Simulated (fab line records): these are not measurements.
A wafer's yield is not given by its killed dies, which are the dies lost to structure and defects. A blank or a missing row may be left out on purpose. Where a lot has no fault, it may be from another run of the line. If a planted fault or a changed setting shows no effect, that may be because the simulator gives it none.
Matching of chambers    flow n5_finfet    N5_HKMG_FIN_HK_ALD_01 on ald_hk-01 has 4 sister chambers
The step deposits HfO2, target thk 1.6 nm, pulse time 3 s, purge time 3 s. 22 wafers are shown with their chamber, then 11 later ones without.

## WAFERS PAIRED WITH THEIR CHAMBERS
wafer   chamber  precursor_pulse_height_rel
L075.1  1        1.017
L075.2  2        0.965
L075.4  0        0.986
L076.1  1        1.046
L076.2  0        1.008
L076.4  3        1.008
L077.1  2        1.002
L077.5  1        1.021
L077.6  0        1.015
L079.1  1        1.022
L079.2  3        1.014
L079.3  0        0.998
L082.2  2        1.009
L082.5  1        1.022
L082.6  0        0.999
L083.1  1        0.998
L083.3  2        0.975
L083.5  1        0.991
L086.2  1        0.991
L086.5  1        1.012
L086.6  0        1.021
L087.3  1        1.020

SIGNATURES, as means of the wafers listed above
reading                     chamber 0  chamber 1  chamber 2  chamber 3  scatter within a chamber
precursor_pulse_height_rel  1.00450    1.01400    0.98775    1.01100    0.0162
Rule: for each reading, subtract the chamber's mean from the wafer's reading, divide by that reading's scatter and square the result; add these up over the readings and take the root, which gives the wafer's distance from the chamber. The wafer belongs to the nearest chamber; if the next one is less than 2 further off, it can't be placed. How the scatter is found: for the shown wafers, subtract from each reading the mean of its chamber, square and add these, divide the total by (wafers less chambers), then take the root.

## WAFERS WHOSE CHAMBER IS MISSING
wafer   precursor_pulse_height_rel
L087.5  1.020
L087.6  1.015
L088.1  0.993
L088.3  0.995
L088.4  1.010
L095.1  0.984
L095.2  0.990
L095.3  0.986
L095.4  1.018
L095.5  1.014
L095.6  0.977

## EACH ONE'S CHAMBER
wafer   from the rows above                in truth
L087.5  can't be placed: 1 or 3 or 0 or 2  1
L087.6  can't be placed: 1 or 3 or 0 or 2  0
L088.1  can't be placed: 2 or 0 or 3 or 1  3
L088.3  can't be placed: 2 or 0 or 3 or 1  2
L088.4  can't be placed: 3 or 1 or 0 or 2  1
L095.1  can't be placed: 2 or 0 or 3 or 1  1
L095.2  can't be placed: 2 or 0 or 3 or 1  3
L095.3  can't be placed: 2 or 0 or 3 or 1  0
L095.4  can't be placed: 1 or 3 or 0 or 2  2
L095.5  can't be placed: 1 or 3 or 0 or 2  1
L095.6  can't be placed: 2 or 0 or 3 or 1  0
Correctly placed: 0 of 11. Not placeable from these rows: 11 (in 11, the candidates include the true chamber). Wrongly placed: 0.
